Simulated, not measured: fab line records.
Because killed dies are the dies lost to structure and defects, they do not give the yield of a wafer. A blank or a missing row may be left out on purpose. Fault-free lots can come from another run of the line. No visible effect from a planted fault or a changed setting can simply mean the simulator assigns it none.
fab line records	flow n5-finfet
[record] lots = 24	wafers = 72	last-day = 17
route steps=1938 shown BEOL_M8@1378 BEOL_M9@1404 BEOL_M10@1472
lots that met no fault: from a run of the same line without faults
start-h: hours from the record's first day to the start of the lot's first wafer shown	wait-h: time in hours since the lot's previous step	" same as the row above	L1.1+2: one row covering several wafers at once	- either no value or no given start	* or withheld: withheld	< > ~ a bound
route shown NAME@n: names a module that has steps shown in the file, with the first one's number in the route	usual: mean/standard deviation taken from wafers without a fault	same: alike in all rows	chamber/n: place in a boat	sites: each site's reading	_std_site: standard deviation across them	_edge_site: the outer-site mean with the inner-site mean subtracted	radius-mm: for every site, how far away it sits from the centre of the wafer	mask NAME#n: copy n	behind: tool/chamber where the wafer was last shaped	hold: reason for holding the lot/hours on hold/outcome of the hold	device: which transistor (n, p or np) failed to switch	end of line: at the end of the route, the tests of the same wafers	for a step that has no rows: nothing shown but its recipe	killed: not the wafer's yield, but the dies lost to structure and defects at the first sort	map: the dies of a wafer, with x for killed, . for not killed, _ for no die there
set.NAME: the run value of the setting; set.NAME@STEP: its run value at that earlier step	model.NAME: the simulator's own value behind a step, which no gauge read
the route's steps for a sample of lots (tables are steps, rows are wafers)
services: a tool's chamber out of use, with start hour (start-h, from the record's first day; less than 0 if before it), hours out, and reason
[[steps]]
[step N5_BEOL_M8_ETCH_41]
[recipe] chemistry = CH3F/O2	target = SiCN	target-depth-a = 319	taper-deg = 2	time-s = 57.8	ion-energy-ev = 120	mask-material = TiN	pressure-mtorr = 30	source-w = 395	bias-w = 75	Ar_flow_sccm = 150	CH3F_flow_sccm = 30	O2_flow_sccm = 20
[usual] CH3F_flow_sccm = 29.99/0.091	drypump-motor-current-A = 5.8/0.49	oes-product-au = 0.76/0.074	rf-vpp-V = 297.7/1.2	showerhead-plenum-p-Torr = 2.02/0.039	throttle-valve-pct = 16.42/0.29
lot.wafer	tool	chamber	start-h	wait-h	CH3F_flow_sccm	drypump-motor-current-A	oes-product-au	rf-hours-counter-h	rf-vpp-V	showerhead-plenum-p-Torr	throttle-valve-pct
L075.3	rie-diel-05	0	-	-	30.20	5.5	0.79	125	297.4	2.02	16.61
L075.4	"	2	"	"	30.02	4.9	0.73	190	300.0	2.06	16.08
L075.6	"	2	"	"	29.99	4.9	0.72	-	297.5	2.06	16.09
L074.3	rie-diel-05	0	-	-	29.97	5.5	0.78	125	298.9	2.02	16.61
L074.5	"	2	"	"	29.99	4.9	0.73	-	298.6	2.06	16.09
L074.6	"	1	"	"	29.94	6.2	0.82	-	297.3	2.03	16.45
L076.3	rie-diel-02	3	-	-	29.99	5.9	0.75	131	297.2	2.01	16.62
L076.4	"	1	"	"	29.91	6.3	0.69	234	296.5	1.97	16.23
L076.6	"	0	"	"	29.88	6.6	0.84	-	301.1	2.10	16.26
L077.2	rie-diel-06	2	-	-	30.10	5.5	0.75	131	296.4	2.01	16.28
L077.5	"	0	"	"	29.96	6.4	0.69	-	297.7	1.98	16.69
L077.6	"	1	"	"	30.14	5.7	0.68	-	298.3	2.05	16.45
L078.1	rie-diel-05	2	-	-	30.04	4.9	0.72	201	298.0	2.06	16.11
L078.3	"	1	"	"	29.95	6.2	0.81	101	298.8	2.03	16.49
L078.6	"	3	"	"	29.91	5.5	0.79	-	299.0	2.09	16.10
L080.1	rie-diel-05	0	-	-	29.79	5.5	0.77	139	298.7	2.01	16.64
L080.2	"	3	"	"	30.06	5.5	0.79	111	300.2	2.09	16.10
L080.4	"	2	"	"	29.85	4.9	0.72	205	299.1	2.06	16.11
L079.1	rie-diel-05	3	-	-	29.92	5.4	0.79	111	298.8	2.09	16.10
L079.3	"	0	"	"	29.93	5.5	0.77	139	297.9	2.01	16.64
L079.5	"	2	"	"	29.83	4.9	0.72	-	298.9	2.06	16.11
L082.1	rie-diel-02	0	-	-	30.00	6.5	0.83	77	299.2	2.09	16.27
L082.2	"	3	"	"	29.88	5.9	0.74	142	296.9	2.00	16.65
L082.3	"	1	"	"	29.92	6.3	0.68	245	298.0	1.97	16.25
L081.2	rie-diel-02	3	-	-	30.05	5.9	0.75	142	295.5	2.00	16.65
L081.5	"	0	"	"	30.00	6.5	0.83	-	299.1	2.09	16.29
L081.6	"	1	"	"	30.04	6.3	0.69	-	296.4	1.97	16.25
L083.3	rie-diel-06	0	-	-	30.04	6.4	0.67	232	296.1	1.97	16.71
L083.4	"	1	"	"	29.83	5.7	0.68	233	298.3	2.04	16.46
L083.5	"	1	"	"	30.10	5.7	0.68	-	300.1	2.04	16.47
L084.3	rie-diel-02	2	-	-	30.03	5.1	0.70	213	296.2	2.00	16.87
L084.4	"	2	"	"	30.04	5.1	0.69	-	298.2	2.00	16.86
L084.6	"	3	"	"	30.02	5.9	0.73	-	297.2	2.00	16.68
L086.2	rie-diel-05	2	-	-	30.06	4.9	0.70	217	299.4	2.05	16.14
L086.3	"	1	"	"	30.00	6.2	0.80	118	297.4	2.02	16.51
L086.5	"	1	"	"	29.94	6.2	0.81	-	296.5	2.02	16.50
L085.2	rie-diel-05	2	-	-	29.89	4.9	0.71	219	297.5	2.05	16.13
L085.4	"	0	"	"	29.93	5.5	0.75	152	297.2	2.01	16.66
L085.5	"	0	"	"	29.88	5.5	0.76	-	297.5	2.01	16.67
L087.3	rie-diel-02	0	-	-	30.13	6.5	0.81	93	297.7	2.09	16.31
L087.4	"	2	"	"	29.89	5.1	0.69	219	297.8	2.00	16.89
L087.5	"	0	"	"	30.18	6.6	0.81	-	299.0	2.09	16.30
L090.2	rie-diel-02	0	-	-	29.97	6.5	0.80	98	299.7	2.09	16.33
L090.5	"	2	"	"	30.08	5.1	0.68	-	298.3	1.99	16.89
L090.6	"	1	"	"	30.05	6.3	0.96	-	296.7	1.97	15.76
L088.1	rie-diel-06	2	-	-	30.14	5.5	0.73	159	298.9	2.00	16.31
L088.3	"	3	"	"	29.85	5.7	0.79	125	298.1	2.02	16.56
L088.5	"	1	"	"	30.16	5.7	0.68	-	300.6	2.04	16.50
L089.1	rie-diel-05	0	-	-	29.86	5.5	0.75	162	297.4	2.01	16.68
L089.5	"	0	"	"	30.06	5.5	0.75	-	297.8	2.00	16.68
L089.6	"	3	"	"	29.93	5.5	0.77	-	298.6	2.08	16.16
L091.1	rie-diel-06	3	-	-	30.10	5.7	0.78	132	296.2	2.02	16.58
L091.2	"	0	"	"	29.92	6.4	0.66	247	297.9	1.97	16.75
L091.6	"	3	"	"	30.02	5.7	0.78	-	297.3	2.02	16.58
L092.1	rie-diel-02	2	-	-	29.82	5.1	0.68	230	296.1	1.99	16.89
L092.3	"	0	"	"	30.10	6.5	0.79	106	298.8	2.09	16.35
L092.4	"	1	"	"	30.03	6.3	0.93	15	295.9	1.96	15.78
L093.2	rie-diel-06	3	-	-	30.12	5.7	0.77	136	296.5	2.02	16.58
L093.4	"	3	"	"	30.08	5.7	0.77	-	296.0	2.02	16.58
L093.5	"	2	"	"	29.94	5.5	0.72	-	295.6	2.00	16.35
L094.1	rie-diel-02	2	-	-	30.08	5.1	0.68	233	297.0	1.99	16.90
L094.2	"	3	"	"	30.04	5.9	0.72	170	296.4	1.99	16.71
L094.3	"	1	"	"	30.06	6.3	0.93	18	296.0	1.96	15.80
L095.2	rie-diel-02	2	-	-	30.01	5.1	0.68	235	296.5	1.99	16.92
L095.3	"	3	"	"	30.03	5.9	0.72	172	296.3	1.99	16.70
L095.5	"	3	"	"	29.90	5.9	0.72	-	296.8	1.99	16.72
L096.2	rie-diel-06	1	-	-	30.01	5.7	0.98	3	297.8	2.04	16.01
L096.4	"	1	"	"	29.98	5.7	0.99	-	298.8	2.04	16.02
L096.5	"	3	"	"	29.99	5.7	0.76	-	297.2	2.02	16.61
L097.1	rie-diel-06	2	-	-	29.90	5.5	0.71	179	296.6	1.99	16.35
L097.3	"	3	"	"	30.05	5.7	0.77	146	298.3	2.02	16.59
L097.5	"	2	"	"	29.98	5.5	0.71	-	298.0	1.99	16.37
[step N5_BEOL_M8_ALD_77]
[recipe] material = TaN	target-thk-a = 20	temp-c = 275	ald-precursor-family = PDMAT	ald-co-reactant = NH3	pressure-torr = 3	carrier-flow-sccm = 1500	pulse-time-s = 2	purge-time-s = 3	co-reactant-purge-time-s = 2	co-reactant-pulse-time-s = 3	ald-cycles = 40	precursor-vessel-temp-c = 75	precursor-vessel-pressure-torr = 26.25	precursor-vessel-carrier-sccm = 1000
[usual] heater-power-w = 419/27
lot.wafer	tool	chamber	start-h	wait-h	heater-power-w
L075.3	ald-metal-03	1	195.74	0.0	376
L075.4	"	3	"	"	422
L075.6	"	1	"	"	381
L074.3	ald-metal-03	1	196.26	0.0	378
L074.5	"	2	"	"	429
L074.6	"	3	"	"	419
L076.3	ald-metal-04	3	213.09	0.0	471
L076.4	"	2	"	"	431
L076.6	"	3	"	"	456
L077.2	ald-metal-03	3	218.71	0.1	420
L077.5	"	1	"	"	380
L077.6	"	0	"	"	378
L078.1	ald-metal-01	0	224.47	0.0	469
L078.3	"	2	"	"	399
L078.6	"	3	"	"	438
L080.1	ald-metal-03	1	233.27	0.0	380
L080.2	"	2	"	"	426
L080.4	"	3	"	"	420
L079.1	ald-metal-01	2	235.94	0.0	390
L079.3	"	0	"	"	456
L079.5	"	2	"	"	389
L082.1	ald-metal-04	2	240.28	0.2	424
L082.2	"	3	"	"	459
L082.3	"	0	"	"	434
L081.2	ald-metal-03	0	240.85	0.3	369
L081.5	"	1	"	"	384
L081.6	"	2	"	"	426
L083.3	ald-metal-01	1	257.03	0.0	431
L083.4	"	3	"	"	440
L083.5	"	3	"	"	437
L084.3	ald-metal-03	1	263.96	0.0	371
L084.4	"	0	"	"	371
L084.6	"	1	"	"	386
L086.2	ald-metal-01	1	264.10	0.0	436
L086.3	"	0	"	"	453
L086.5	"	0	"	"	461
L085.2	ald-metal-01	2	269.93	0.1	399
L085.4	"	3	"	"	441
L085.5	"	1	"	"	439
L087.3	ald-metal-03	2	278.92	0.1	431
L087.4	"	0	"	"	369
L087.5	"	1	"	"	377
L090.2	ald-metal-03	1	292.44	0.0	385
L090.5	"	3	"	"	414
L090.6	"	2	"	"	427
L088.1	ald-metal-01	0	292.62	0.1	464
L088.3	"	2	"	"	401
L088.5	"	2	"	"	397
L089.1	ald-metal-03	2	295.28	0.0	426
L089.5	"	2	"	"	446
L089.6	"	1	"	"	382
L091.1	ald-metal-01	3	307.84	0.0	440
L091.2	"	1	"	"	445
L091.6	"	1	"	"	441
L092.1	ald-metal-01	3	311.97	0.0	429
L092.3	"	1	"	"	448
L092.4	"	0	"	"	451
L093.2	ald-metal-04	1	316.11	0.1	420
L093.4	"	3	"	"	447
L093.5	"	3	"	"	451
L094.1	ald-metal-04	3	321.78	0.0	455
L094.2	"	2	"	"	423
L094.3	"	1	"	"	420
L095.2	ald-metal-01	2	326.47	0.0	401
L095.3	"	1	"	"	438
L095.5	"	3	"	"	430
L096.2	ald-metal-01	2	334.22	0.0	396
L096.4	"	0	"	"	461
L096.5	"	3	"	"	442
L097.1	ald-metal-03	3	337.40	0.3	423
L097.3	"	1	"	"	388
L097.5	"	3	"	"	415
[step N5_BEOL_M9_PECVD_70]
[recipe] material = SiO2	target-thk-a = 200	temp-c = 400	precursor = TEOS/O2	pressure-torr = 5.5	rf-w = 450	teos-flow-sccm = 53.8	gas = O2	flow-sccm = 3000	time-s = 22.7
[usual] heater-power-w = 743/130	showerhead-plenum-p-Torr = 8.75/0.03	throttle-valve-pct = 22.2/1.1
lot.wafer	tool	chamber	start-h	wait-h	heater-power-w	showerhead-plenum-p-Torr	throttle-valve-pct
L075.3	pecvd-04	0	198.40	0.0	788	8.72	23.8
L075.4	"	2	"	"	905	8.81	21.5
L075.6	"	1	"	"	811	8.74	23.3
L074.3	pecvd-03	1	198.88	0.0	744	8.74	20.4
L074.5	"	0	"	"	657	8.78	22.0
L074.6	"	1	"	"	730	8.73	20.8
L076.3	pecvd-03	1	215.47	0.0	744	8.73	20.5
L076.4	"	2	"	"	582	8.76	22.6
L076.6	"	0	"	"	654	8.78	22.0
L077.2	pecvd-02	1	222.16	0.0	687	8.78	23.1
L077.5	"	0	"	"	755	8.76	22.0
L077.6	"	1	"	"	696	8.78	23.0
L078.1	pecvd-04	0	228.55	0.0	739	8.71	23.3
L078.3	"	1	"	"	882	8.76	23.0
L078.6	"	0	"	"	747	8.70	23.7
L080.1	pecvd-04	1	235.63	0.0	841	8.73	23.4
L080.2	"	0	"	"	693	8.74	23.5
L080.4	"	1	"	"	854	8.73	23.7
L079.1	pecvd-02	2	239.04	0.0	673	8.73	20.8
L079.3	"	2	"	"	537	8.74	20.6
L079.5	"	1	"	"	646	8.80	23.6
L082.1	pecvd-03	0	242.69	0.0	711	8.75	21.8
L082.2	"	1	"	"	752	8.72	20.7
L082.3	"	2	"	"	573	8.77	22.5
L081.2	pecvd-02	2	243.63	0.0	676	8.73	20.5
L081.5	"	1	"	"	646	8.77	23.2
L081.6	"	2	"	"	650	8.74	20.9
L083.3	pecvd-04	2	259.41	0.1	930	8.80	21.6
L083.4	"	1	"	"	937	8.75	23.3
L083.5	"	1	"	"	925	8.77	23.5
L084.3	pecvd-04	1	266.29	0.0	860	8.77	23.6
L084.4	"	0	"	"	713	8.72	23.4
L084.6	"	1	"	"	849	8.74	23.5
L086.2	pecvd-03	0	266.50	0.0	781	8.74	22.0
L086.3	"	2	"	"	508	8.79	22.6
L086.5	"	0	"	"	785	8.75	22.0
L085.2	pecvd-04	0	272.60	0.0	710	8.71	23.3
L085.4	"	2	"	"	939	8.80	21.5
L085.5	"	0	"	"	686	8.72	23.6
L087.3	pecvd-03	0	281.41	0.0	833	8.78	22.0
L087.4	"	2	"	"	507	8.77	22.7
L087.5	"	0	"	"	817	8.78	21.9
L090.2	pecvd-03	1	294.66	0.0	867	8.69	20.8
L090.5	"	1	"	"	879	8.71	20.7
L090.6	"	0	"	"	810	8.76	22.1
L088.1	pecvd-03	2	295.29	0.0	589	8.78	22.8
L088.3	"	0	"	"	787	8.79	22.1
L088.5	"	0	"	"	790	8.75	22.1
L089.1	pecvd-03	2	297.74	0.0	546	8.80	22.7
L089.5	"	1	"	"	809	8.71	20.3
L089.6	"	2	"	"	559	8.77	22.8
L091.1	pecvd-03	1	310.09	0.0	804	8.72	20.5
L091.2	"	0	"	"	687	8.77	21.8
L091.6	"	2	"	"	585	8.76	22.6
L092.1	pecvd-04	2	314.77	0.0	906	8.79	21.9
L092.3	"	0	"	"	762	8.71	23.4
L092.4	"	2	"	"	927	8.81	21.5
L093.2	pecvd-02	0	318.75	0.0	632	8.76	22.3
L093.4	"	2	"	"	580	8.73	20.7
L093.5	"	1	"	"	685	8.80	23.3
L094.1	pecvd-04	0	324.76	0.0	713	8.71	23.6
L094.2	"	1	"	"	932	8.72	23.4
L094.3	"	2	"	"	861	8.77	21.8
L095.2	pecvd-03	0	329.02	0.0	809	8.76	22.3
L095.3	"	2	"	"	497	8.76	22.5
L095.5	"	2	"	"	503	8.77	22.9
L096.2	pecvd-04	2	336.83	0.0	847	8.79	21.9
L096.4	"	2	"	"	854	8.80	21.8
L096.5	"	0	"	"	714	8.72	23.6
L097.1	pecvd-03	0	339.66	0.0	640	8.77	22.2
L097.3	"	1	"	"	731	8.71	20.5
L097.5	"	0	"	"	666	8.77	21.8
[step N5_BEOL_M9_HM_DEP_02]
[recipe] material = TiN	target-thk-a = 200	temp-c = 25	chamber-pressure-pa = 0.49996
[usual] throttle-valve-pct = 29.8/1.2
lot.wafer	tool	chamber	start-h	wait-h	throttle-valve-pct
L075.3	pvd-sputter-01	-	201.00	2.6	29.5
L075.4	"	-	"	"	31.5
L075.6	"	-	"	"	29.4
L074.3	pvd-sputter-02	-	201.25	2.3	29.9
L074.5	"	-	"	"	29.9
L074.6	"	-	"	"	26.8
L076.3	pvd-sputter-03	-	218.12	2.6	30.5
L076.4	"	-	"	"	31.8
L076.6	"	-	"	"	32.2
L077.2	pvd-sputter-01	-	223.57	1.4	31.0
L077.5	"	-	"	"	29.6
L077.6	"	-	"	"	29.0
L078.1	pvd-sputter-02	-	229.12	0.6	30.4
L078.3	"	-	"	"	29.8
L078.6	"	-	"	"	29.8
L080.1	pvd-sputter-02	-	236.28	0.6	30.3
L080.2	"	-	"	"	29.7
L080.4	"	-	"	"	28.5
L079.1	pvd-sputter-03	-	239.65	0.6	32.1
L079.3	"	-	"	"	30.1
L079.5	"	-	"	"	29.8
L082.1	pvd-sputter-02	-	243.62	0.9	30.2
L082.2	"	-	"	"	26.7
L082.3	"	-	"	"	29.0
L081.2	pvd-sputter-01	-	245.40	1.7	29.3
L081.5	"	-	"	"	31.2
L081.6	"	-	"	"	30.4
L083.3	pvd-sputter-02	-	260.37	0.9	26.6
L083.4	"	-	"	"	30.0
L083.5	"	-	"	"	28.9
L084.3	pvd-sputter-01	-	269.62	3.3	29.5
L084.4	"	-	"	"	31.2
L084.6	"	-	"	"	30.7
L086.2	pvd-sputter-01	-	269.72	3.2	29.7
L086.3	"	-	"	"	30.6
L086.5	"	-	"	"	29.4
L085.2	pvd-sputter-02	-	273.25	0.6	28.6
L085.4	"	-	"	"	26.6
L085.5	"	-	"	"	29.8
L087.3	pvd-sputter-01	-	282.73	1.3	29.2
L087.4	"	-	"	"	30.7
L087.5	"	-	"	"	28.9
L090.2	pvd-sputter-02	-	295.38	0.7	29.6
L090.5	"	-	"	"	30.3
L090.6	"	-	"	"	28.7
L088.1	pvd-sputter-03	-	296.20	0.9	29.8
L088.3	"	-	"	"	31.9
L088.5	"	-	"	"	30.2
L089.1	pvd-sputter-01	-	299.70	1.9	30.6
L089.5	"	-	"	"	30.8
L089.6	"	-	"	"	31.1
L091.1	pvd-sputter-02	-	311.73	1.6	28.7
L091.2	"	-	"	"	30.4
L091.6	"	-	"	"	28.8
L092.1	pvd-sputter-01	-	316.29	1.5	30.7
L092.3	"	-	"	"	31.1
L092.4	"	-	"	"	29.3
L093.2	pvd-sputter-02	-	320.91	2.1	26.7
L093.4	"	-	"	"	28.8
L093.5	"	-	"	"	28.7
L094.1	pvd-sputter-03	-	325.16	0.4	29.8
L094.2	"	-	"	"	30.5
L094.3	"	-	"	"	30.0
L095.2	pvd-sputter-01	-	329.90	0.9	30.9
L095.3	"	-	"	"	29.4
L095.5	"	-	"	"	29.4
L096.2	pvd-sputter-03	-	338.70	1.8	32.1
L096.4	"	-	"	"	30.1
L096.5	"	-	"	"	30.2
L097.1	pvd-sputter-03	-	339.98	0.3	29.8
L097.3	"	-	"	"	30.5
L097.5	"	-	"	"	30.2
[step N5_BEOL_M9_DESCUM_33]
[recipe] chemistry = O2	time-s = 7	source-power-w = 50	bias-power-w = 20	pressure-mtorr = 20	rf-frequency-hz = 2.712e+07	temp-c = 40	resist = CAR-EUV	o2-flow-sccm = 225
[usual] drypump-motor-current-A = 5.6/0.44	oes-product-au = 0.76/0.093	rf-vpp-V = 242.9/1.2	showerhead-plenum-p-Torr = 2.09/0.067	throttle-valve-pct = 20.59/0.28
lot.wafer	tool	chamber	start-h	wait-h	drypump-motor-current-A	oes-product-au	rf-hours-counter-h	rf-vpp-V	showerhead-plenum-p-Torr	throttle-valve-pct
L075.3	rie-diel-04	2	203.77	0.0	5.8	0.72	191	244.0	2.17	20.18
L075.4	"	1	"	"	6.1	0.97	8	242.5	2.05	20.16
L075.6	"	2	"	"	5.7	0.71	-	244.2	2.17	20.21
L074.3	rie-diel-03	3	204.07	0.1	5.2	0.75	187	242.8	2.18	20.70
L074.5	"	3	"	"	5.2	0.74	-	245.1	2.18	20.70
L074.6	"	0	"	"	5.6	0.73	-	244.2	2.18	20.73
L076.3	rie-diel-04	3	219.60	0.0	6.0	0.71	230	243.3	2.08	20.97
L076.4	"	0	"	"	4.7	0.69	214	240.7	2.00	20.74
L076.6	"	0	"	"	4.7	0.68	-	243.0	2.00	20.72
L077.2	rie-diel-03	1	225.15	0.2	5.7	0.73	196	241.6	2.09	20.76
L077.5	"	3	"	"	5.3	0.73	-	243.8	2.18	20.71
L077.6	"	0	"	"	5.7	0.72	-	244.6	2.18	20.73
L078.1	rie-diel-04	3	232.05	0.2	5.9	0.70	235	243.4	2.08	21.00
L078.3	"	2	"	"	5.7	0.71	200	244.6	2.17	20.22
L078.6	"	0	"	"	4.7	0.67	-	242.8	2.00	20.73
L080.1	rie-diel-01	3	239.02	0.0	5.8	0.72	197	239.9	2.01	20.54
L080.2	"	0	"	"	5.3	0.96	10	244.2	2.15	20.57
L080.4	"	2	"	"	6.3	0.70	185	242.6	2.10	20.71
L079.1	rie-diel-03	3	241.41	0.0	5.2	0.73	201	244.7	2.18	20.72
L079.3	"	0	"	"	5.6	0.72	166	243.8	2.18	20.74
L079.5	"	2	"	"	5.5	0.72	-	243.4	2.00	20.74
L082.1	rie-diel-04	1	245.27	0.2	6.1	0.92	22	243.4	2.04	20.17
L082.2	"	0	"	"	4.7	0.67	223	240.8	1.99	20.74
L082.3	"	3	"	"	5.9	0.69	239	241.1	2.08	21.00
L081.2	rie-diel-01	0	248.09	0.0	5.3	0.95	14	243.9	2.15	20.59
L081.5	"	3	"	"	5.8	0.72	-	240.0	2.01	20.52
L081.6	"	0	"	"	5.3	0.96	-	244.8	2.15	20.55
L083.3	rie-diel-04	0	262.73	0.1	4.7	0.66	227	241.9	1.99	20.74
L083.4	"	3	"	"	6.0	0.70	244	242.5	2.08	21.01
L083.5	"	0	"	"	4.7	0.68	-	241.6	1.99	20.75
L084.3	rie-diel-04	1	271.10	0.0	6.1	0.91	29	241.9	2.04	20.18
L084.4	"	0	"	"	4.7	0.67	-	240.2	1.99	20.74
L084.6	"	2	"	"	5.8	0.70	-	245.1	2.16	20.23
L086.2	rie-diel-03	1	271.58	0.0	5.8	0.71	210	241.7	2.09	20.75
L086.3	"	2	"	"	5.4	0.72	197	240.7	2.00	20.74
L086.5	"	2	"	"	5.5	0.72	-	242.5	2.00	20.73
L085.2	rie-diel-04	3	275.66	0.0	6.0	0.69	246	243.5	2.08	21.01
L085.4	"	2	"	"	5.7	0.70	214	243.7	2.16	20.23
L085.5	"	3	"	"	5.9	0.70	-	242.2	2.07	21.01
L087.3	rie-diel-03	2	284.14	0.0	5.5	0.71	200	242.7	1.99	20.74
L087.4	"	1	"	"	5.7	0.72	213	243.9	2.09	20.77
L087.5	"	3	"	"	5.2	0.72	-	243.6	2.17	20.73
L088.1	rie-diel-03	2	298.99	0.0	5.5	0.72	205	242.2	1.99	20.75
L088.3	"	3	"	"	5.3	0.72	216	242.2	2.17	20.76
L088.5	"	2	"	"	5.4	0.71	-	242.4	1.99	20.78
L090.2	rie-diel-01	3	299.34	0.3	5.8	0.70	216	241.0	2.01	20.56
L090.5	"	2	"	"	6.3	0.70	-	245.1	2.09	20.74
L090.6	"	1	"	"	6.0	0.85	-	243.1	2.10	19.99
L089.1	rie-diel-04	2	302.90	0.0	5.7	0.70	224	243.0	2.16	20.26
L089.5	"	2	"	"	5.7	0.70	-	244.7	2.16	20.24
L089.6	"	0	"	"	4.7	0.67	-	239.4	1.99	20.76
L091.1	rie-diel-01	1	313.82	0.0	6.0	0.83	72	243.4	2.10	20.02
L091.2	"	2	"	"	6.2	0.70	209	242.3	2.09	20.73
L091.6	"	0	"	"	5.3	0.91	-	243.7	2.14	20.60
L092.1	rie-diel-03	2	320.14	0.0	5.5	0.70	208	241.6	1.99	20.76
L092.3	"	3	"	"	5.2	0.71	224	245.1	2.17	20.75
L092.4	"	0	"	"	5.7	0.69	191	244.0	2.17	20.78
L093.2	rie-diel-01	2	323.92	0.0	6.3	0.69	212	243.0	2.09	20.75
L093.4	"	0	"	"	5.2	0.91	35	244.2	2.14	20.60
L093.5	"	3	"	"	5.8	0.70	-	242.5	2.00	20.56
L094.1	rie-diel-04	3	326.72	0.0	5.9	0.99	6	243.0	2.07	20.72
L094.2	"	0	"	"	4.7	0.65	246	241.0	1.99	20.77
L094.3	"	1	"	"	6.1	0.89	47	243.0	2.03	20.24
L095.2	rie-diel-03	1	332.51	0.0	5.7	0.70	231	243.0	2.08	20.80
L095.3	"	0	"	"	5.7	0.70	196	244.0	2.17	20.78
L095.5	"	1	"	"	5.7	0.71	-	243.0	2.08	20.79
L096.2	rie-diel-01	0	340.41	0.0	5.3	0.89	41	243.0	2.14	20.61
L096.4	"	2	"	"	6.3	0.68	219	242.5	2.09	20.75
L096.5	"	1	"	"	6.0	0.81	-	244.4	2.10	20.01
L097.1	rie-diel-01	1	341.70	0.0	6.0	0.81	83	244.7	2.10	20.02
L097.3	"	3	"	"	5.8	0.69	229	242.0	2.00	20.58
L097.5	"	1	"	"	6.0	0.81	-	244.4	2.10	20.03
[step N5_BEOL_M10_THK_MEAS_01]
[recipe] reads = SiCOH_lowk_of_BEOL_M10_ILD_DEP_00
[usual] M10_ILD_THK = 267/3.9
lot.wafer	tool	chamber	start-h	wait-h	M10_ILD_THK[nm]
L075.3	film-metro-02	-	207.47	0.3	268
L075.4	"	-	"	"	268
L075.6	"	-	"	"	266
L074.3	film-metro-02	-	207.84	0.3	269
L074.5	"	-	"	"	267
L074.6	"	-	"	"	267
L076.3	film-metro-01	-	223.32	0.3	272
L076.4	"	-	"	"	266
L076.6	"	-	"	"	272
L077.2	film-metro-01	-	230.08	0.4	264
L077.5	"	-	"	"	268
L077.6	"	-	"	"	267
L078.1	film-metro-01	-	237.11	0.4	260
L078.3	"	-	"	"	263
L078.6	"	-	"	"	271
L080.1	film-metro-01	-	243.37	0.4	262
L080.2	"	-	"	"	260
L080.4	"	-	"	"	263
L079.1	film-metro-01	-	245.11	0.4	259
L079.3	"	-	"	"	266
L079.5	"	-	"	"	267
L082.1	film-metro-02	-	250.08	0.4	268
L082.2	"	-	"	"	259
L082.3	"	-	"	"	266
L081.2	film-metro-02	-	251.70	0.4	267
L081.5	"	-	"	"	266
L081.6	"	-	"	"	274
L083.3	film-metro-01	-	266.20	0.3	263
L083.4	"	-	"	"	268
L083.5	"	-	"	"	272
L084.3	film-metro-02	-	275.10	0.3	267
L084.4	"	-	"	"	267
L084.6	"	-	"	"	269
L086.2	film-metro-02	-	275.92	0.4	266
L086.3	"	-	"	"	271
L086.5	"	-	"	"	273
L085.2	film-metro-02	-	280.27	0.7	262
L085.4	"	-	"	"	266
L085.5	"	-	"	"	271
L087.3	film-metro-01	-	287.76	0.3	275
L087.4	"	-	"	"	269
L087.5	"	-	"	"	275
L088.1	film-metro-01	-	302.34	0.4	262
L088.3	"	-	"	"	259
L088.5	"	-	"	"	268
L090.2	film-metro-01	-	303.01	0.4	263
L090.5	"	-	"	"	267
L090.6	"	-	"	"	272
L089.1	film-metro-01	-	306.67	0.4	265
L089.5	"	-	"	"	268
L089.6	"	-	"	"	265
L091.1	film-metro-01	-	318.15	0.4	267
L091.2	"	-	"	"	270
L091.6	"	-	"	"	271
L092.1	film-metro-02	-	324.48	0.4	263
L092.3	"	-	"	"	260
L092.4	"	-	"	"	264
L093.2	film-metro-02	-	327.58	0.4	263
L093.4	"	-	"	"	271
L093.5	"	-	"	"	269
L094.1	film-metro-02	-	329.91	0.4	264
L094.2	"	-	"	"	274
L094.3	"	-	"	"	270
L095.2	film-metro-02	-	336.48	0.7	272
L095.3	"	-	"	"	263
L095.5	"	-	"	"	270
L096.2	film-metro-02	-	344.39	0.4	268
L096.4	"	-	"	"	272
L096.5	"	-	"	"	272
L097.1	film-metro-01	-	346.36	0.4	266
L097.3	"	-	"	"	268
L097.5	"	-	"	"	273
[[services]]
tool	chamber	start-h	hours	kind
rie-diel-01	1	203.57	15.6	repair
rie-diel-06	3	211.16	15.1	repair
pecvd-04	-	218.53	6.0	pm
rie-diel-02	2	226.34	13.2	repair
pecvd-03	2	228.10	7.4	repair
ald-metal-03	0	231.60	2.0	repair
rie-diel-06	1	233.21	4.6	repair
rie-diel-04	0	241.77	2.9	repair
rie-diel-06	-	242.52	0.3	repair
rie-diel-03	3	243.02	4.6	repair
rie-diel-04	3	266.66	7.7	repair
ald-metal-01	0	267.58	10.6	repair
pecvd-04	0	272.73	8.0	repair
pecvd-04	-	286.91	2.5	repair
rie-diel-06	0	289.58	6.3	repair
rie-diel-05	3	300.97	6.5	repair
rie-diel-03	2	305.25	9.0	repair
pecvd-03	-	305.30	1.0	repair
rie-diel-01	3	312.30	7.9	repair
rie-diel-02	0	313.14	13.1	repair
rie-diel-01	0	314.42	5.3	repair
pecvd-03	-	330.53	1.1	repair
rie-diel-04	0	340.23	7.5	repair
rie-diel-04	2	341.48	8.4	repair
[[key]]
fault none
